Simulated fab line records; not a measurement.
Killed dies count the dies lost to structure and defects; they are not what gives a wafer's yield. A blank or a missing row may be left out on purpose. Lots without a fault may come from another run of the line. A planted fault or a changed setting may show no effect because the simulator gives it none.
Lot-split experiment    flow n5-finfet    39 wafers read from 7 lots, route of 1938 steps

THE SPLIT ITSELF
At N5_BEOL_M2_ILD_DEP_00 (deposits SiOC from DEMS/O2, target thk 79 nm, time 15.3 s), the setting time-s was moved away from the recipe's 15.3 s on 9 of the 39 wafers read, by -54.7% to +49.0%. The other wafers ran this setting at the recipe's value.

No step appears in the file between the split and the reading.

THE READING
Values of M2_ILD_THK in nm from N5_BEOL_M2_THK_MEAS_01. Fault-free wafers of this fab line usually give 78.7 nm, standard deviation 0.99 nm.

wafer   tool, chamber at the split  time-s as run, s  against the recipe  M2_ILD_THK, nm  against lot-mates on the recipe
L074.1  pecvd-03, 1                 15.3              recipe              78.7            -
L074.2  pecvd-03, 2                 15.3              recipe              77.4            -
L074.3  pecvd-03, 0                 15.3              recipe              78.6            -
L074.4  pecvd-03, 1                 15.3              recipe              78.7            -
L074.5  pecvd-03, 2                 15.3              recipe              78.9            -
L074.6  pecvd-03, 0                 15.3              recipe              79.5            -
L075.1  pecvd-04, 2                 6.935             -54.7%              36.1            -42.8
L075.2  pecvd-04, 1                 15.3              recipe              79.9            -
L075.3  pecvd-04, 0,2               15.3              recipe              78.3            -
L075.4  pecvd-04, 0,2               15.3              recipe              78.4            -
L075.5  pecvd-04, 0                 6.935             -54.7%              36.9            -42.0
L075.6  pecvd-04, 1                 6.935             -54.7%              35.9            -43.0
L078.2  pecvd-04, 1                 15.3              recipe              78.6            -
L078.4  pecvd-04, 0,2               15.3              recipe              79.2            -
L078.6  pecvd-04, 0,2               15.3              recipe              79.0            -
L085.1  pecvd-03, 1                 15.3              recipe              77.6            -
L085.2  pecvd-03, 0                 15.3              recipe              79.1            -
L085.3  pecvd-03, 2                 15.3              recipe              77.3            -
L085.4  pecvd-03, 2                 15.3              recipe              78.1            -
L085.5  pecvd-03, 0                 15.3              recipe              79.2            -
L085.6  pecvd-03, 1                 15.3              recipe              77.8            -
L088.1  pecvd-01, 1,2               15.3              recipe              79.3            -
L088.2  pecvd-01, 0                 15.3              recipe              79.1            -
L088.3  pecvd-01, 1,2               15.3              recipe              79.3            -
L088.4  pecvd-01, 0,2               15.3              recipe              80.5            -
L088.5  pecvd-01, 0,2               15.3              recipe              80.4            -
L088.6  pecvd-01, 1                 15.3              recipe              80.0            -
L092.1  pecvd-01, 1                 15.3              recipe              77.0            -
L092.2  pecvd-01, 0                 15.3              recipe              77.8            -
L092.3  pecvd-01, 2                 22.8              +49.0%              115.3           +37.1
L092.4  pecvd-01, 2                 22.8              +49.0%              116.8           +38.6
L092.5  pecvd-01, 0                 15.3              recipe              79.8            -
L092.6  pecvd-01, 1                 22.8              +49.0%              116.3           +38.1
L097.1  pecvd-03, 2                 18.03             +17.8%              90.6            +12.3
L097.2  pecvd-03, 0                 15.3              recipe              78.0            -
L097.3  pecvd-03, 1                 18.03             +17.8%              90.3            +12.0
L097.4  pecvd-03, 2                 18.03             +17.8%              91.5            +13.2
L097.5  pecvd-03, 1,0               15.3              recipe              78.4            -
L097.6  pecvd-03, 1,0               15.3              recipe              78.4            -
Rows listing several chambers each stand for several wafers; the file does not say which wafer went through which chamber.

THE FIT
A straight line over all 39 wafers: M2_ILD_THK changes by +0.765 nm for each +1% of time-s; r = +1.00; the points scatter about the line by 0.95 nm.
The same after taking each lot's own level away (the mean of its wafers on the recipe; 39 wafers): +0.773 nm for each +1%; r = +1.00; scatter 0.74 nm.
The reading moves by 42 nm for the largest change in time-s, on that fit.
The span of the lots' own levels, 78.18 to 79.77 nm, comes to 1.6 times the standard deviation stated above.
Consequently the slope shifts little with the lot-to-lot level, the two slopes agreeing.
Check: with one of the wafers moved furthest among these (-54.7%) left out of the fit, the line predicts -42.2 nm for it against its lot-mates. Against them it came out at -42.8 nm.

THESE WAFERS: OTHER SPLITS
These wafers also went through other splits before the reading. Each is held against what the fit with the lots' levels taken away leaves over:
other split on the same wafers         wafers away from the commonest value  r with M2_ILD_THK (lot level and that fit taken away)
N5_FIN_SAQP_HM_DEP_03 time-s           15                                    -0.08
N5_STI_FIN_REVEAL_ALD_00 target-thk-a  15                                    -0.10
N5_HKMG_FIN_ETCH_55 time-s             12                                    -0.24
N5_MOL_CONTACT_COAG_ALD_27 ald-cycles  15                                    -0.11
N5_BEOL_M0_CUTY_DESCUM_61 time-s       9                                     -0.10

THE WHOLE CHAIN: every reading that the file lists as answering this split, in the file's order
step                    what it does                                               reading                                                                             change (the file's fit)                r (the file's)
N5_BEOL_M2_ILD_DEP_00   deposits SiOC from DEMS/O2, target thk 79 nm, time 15.3 s  SiOC_of_BEOL_M2_ILD_DEP_00.thk-nm (the simulator's own value, which no gauge read)  +0.771 nm for each +1% of the setting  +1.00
N5_BEOL_M2_THK_MEAS_01                                                             M2_ILD_THK                                                                          +0.773 for each +1% of the setting     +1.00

THE FILE'S OWN FIT
M2_ILD_THK changes by +0.773 nm for each +1% of time-s, r = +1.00.
